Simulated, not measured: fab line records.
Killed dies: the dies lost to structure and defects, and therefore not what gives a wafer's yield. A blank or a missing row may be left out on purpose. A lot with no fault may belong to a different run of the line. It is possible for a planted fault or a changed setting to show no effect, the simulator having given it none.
Matching of chambers :: flow n5-finfet :: N5_PMOS_HMC_CHANNEL_EPI_ETCH_38 on rie-si-05 has 4 sister chambers
The step etches SiO2 in CF4, target depth 1.5 nm. 4 wafers are shown with their chamber, then 10 later ones without.

## WAFERS PAIRED WITH THEIR CHAMBERS
wafer: L079.1
chamber: 3
drypump-motor-current-A (A): 5.7

wafer: L082.2
chamber: 2
drypump-motor-current-A (A): 5.0

wafer: L084.3
chamber: 0
drypump-motor-current-A (A): 5.8

wafer: L084.4
chamber: 1
drypump-motor-current-A (A): 4.8

## WAFERS MISSING THEIR CHAMBER
wafer: L084.6
drypump-motor-current-A (A): 5.8

wafer: L086.2
drypump-motor-current-A (A): 5.0

wafer: L086.3
drypump-motor-current-A (A): 5.7

wafer: L086.5
drypump-motor-current-A (A): 5.7

wafer: L087.3
drypump-motor-current-A (A): 4.7

wafer: L087.4
drypump-motor-current-A (A): 5.8

wafer: L087.5
drypump-motor-current-A (A): 4.9

wafer: L096.2
drypump-motor-current-A (A): 4.8

wafer: L096.4
drypump-motor-current-A (A): 5.7

wafer: L096.5
drypump-motor-current-A (A): 5.0

## THE CHAMBER EACH PASSED THROUGH
wafer: L084.6
from the rows above: 0
in truth: 0

wafer: L086.2
from the rows above: 2
in truth: 2

wafer: L086.3
from the rows above: 3
in truth: 3

wafer: L086.5
from the rows above: 3
in truth: 3

wafer: L087.3
from the rows above: 1
in truth: 1

wafer: L087.4
from the rows above: 0
in truth: 0

wafer: L087.5
from the rows above: can't be placed: 2 or 1
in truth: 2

wafer: L096.2
from the rows above: 1
in truth: 1

wafer: L096.4
from the rows above: 3
in truth: 3

wafer: L096.5
from the rows above: 2
in truth: 2
Correct placement for 9 of the 10. Cannot be placed on the basis of these rows: 1; the candidates contain the true chamber in 1. Placed wrongly: 0.
How it was worked out, from the rows above alone: a wafer's distance from a chamber is the root of the sum, over the readings, of the square of ((its reading less the chamber's mean) divided by the reading's scatter). The wafer belongs to the nearest chamber; if the next one is less than 2 further off, it can't be placed. For every chamber, the mean is computed from those of its wafers that are shown. The scatter: with one shown wafer a chamber, the root of the mean of the squares of how far each hidden wafer lies from its nearest shown one.
